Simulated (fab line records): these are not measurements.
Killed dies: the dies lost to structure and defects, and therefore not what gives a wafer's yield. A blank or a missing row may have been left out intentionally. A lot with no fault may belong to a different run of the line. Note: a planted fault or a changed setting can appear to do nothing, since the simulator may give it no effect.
What tool caused it? ; flow nand-harc ; 9 lots, 27 wafers sampled, at 5 steps of a route of 1302

## WHAT THE GAUGES SHOWED, per wafer
NHARC_A_BONDPAD_OVL_MEAS_35.
lot;measured;on;overlay-x-nm (nm)
L076;day 24 10:17;overlay-01;2 1 1
L077;day 25 12:19;overlay-02;2 2 2
L082;day 26 03:47;overlay-02;-5 -5 -5
L085;day 28 01:58;overlay-01;-9 -8 -9
L088;day 29 01:32;overlay-01;-1 -1 -1
L091;day 29 11:21;overlay-01;-9 -9 -9
L093;day 30 22:01;overlay-02;1 1 1
L094;day 31 14:31;overlay-02;13 14 14
L097;day 32 02:38;overlay-02;3 2 2

## TOOL THAT RAN EACH LOT (tool first, then ch and the chambers of the sampled wafers, then the start)
lot;NHARC_A_CONTACT_ETCH_97;NHARC_A_CONTACT_ETCH_88;NHARC_A_CONTACT_ALD_18;NHARC_A_M0_ETCH_34
L076;rie-diel-06 ch 0,1,3, day 23 15:04 or earlier;rie-diel-02 ch 0,1,2, day 23 15:04;ald-metal-01 ch 0,1,3, day 23 19:26;rie-diel-09 ch 0,1,3, day 24 01:55
L077;rie-diel-06 ch 0,1,3, day 24 12:22 or earlier;rie-diel-02 ch 0,3, day 24 12:22;ald-metal-02 ch 0,2,3, day 24 19:47;rie-diel-12 ch 2,3, day 25 03:22
L082;rie-diel-02 ch 1,2,3, day 25 08:14 or earlier;rie-diel-02 ch 1,2,3, day 25 08:14;ald-metal-01 ch 0,2, day 25 12:18;rie-diel-13 ch 1,3, day 25 18:55
L085;rie-diel-02 ch 0,2, day 26 23:20;rie-diel-02 ch 0,3, day 27 06:23;ald-metal-04 ch 0,2, day 27 10:26;rie-diel-12 ch 0,2, day 27 17:31
L088;rie-diel-01 ch 0,2,3, day 27 19:04;rie-diel-02 ch 0,2,3, day 28 02:35;ald-metal-02 ch 1,2,3, day 28 06:41;rie-diel-13 ch 0,1,2, day 28 13:02
L091;rie-diel-02 ch 0,3, day 28 15:20 or earlier;rie-diel-02 ch 0,1,3, day 28 15:20;ald-metal-02 ch 0,1, day 28 19:23;rie-diel-13 ch 0,2,3, day 29 01:46
L093;rie-diel-01 ch 2,3, day 30 02:35 or earlier;rie-diel-02 ch 0,2, day 30 02:35;ald-metal-01 ch 0,1,3, day 30 06:55;rie-diel-13 ch 0,2, day 30 13:16
L094;rie-diel-01 ch 1,2, day 30 16:07 or earlier;rie-diel-01 ch 0,1,3, day 30 16:07;ald-metal-04 ch 0,1,3, day 30 23:31;rie-diel-13 ch 0,3, day 31 06:01
L097;rie-diel-02 ch 1,2, day 31 07:53 or earlier;rie-diel-02 ch 2,3, day 31 07:53;ald-metal-01 ch 0,2, day 31 11:56;rie-diel-09 ch 0,1, day 31 18:07
- NHARC_A_CONTACT_ETCH_97: etches the open film in C4F6/O2, target depth 20 nm, time 10 s.
- NHARC_A_CONTACT_ETCH_88: etches the open film in CF4, target depth 39 nm, time 65 s.
- NHARC_A_CONTACT_ALD_18: deposits TiN, target thk 3 nm, pulse time 1 s, ald cycles 150.
- NHARC_A_M0_ETCH_34: etches the open film in N2/H2, target depth 40 nm, overetch 12 nm, time 43.94 s.

## THE ANSWER, worked out from the rows above alone
Rule: the lots themselves supply what counts as usual. Put in order of their means at a reading, lots are off if they are a third of the lots or fewer, leave a main group of 4 or more, and stand apart from it by a gap of 3 or more times the standard deviation of the main group's means; of several such gaps the widest counts. The tables above print the reading to a certain number of digits; a main group whose means all agree to those digits is not used. A lot without any number at a reading at which 4 lots or more have one is off too. Any other lot the step has rows for is counted as sound.
None of the lots is off at any reading shown; this tells nothing.

## WHAT THE SIMULATOR HAD PUT IN
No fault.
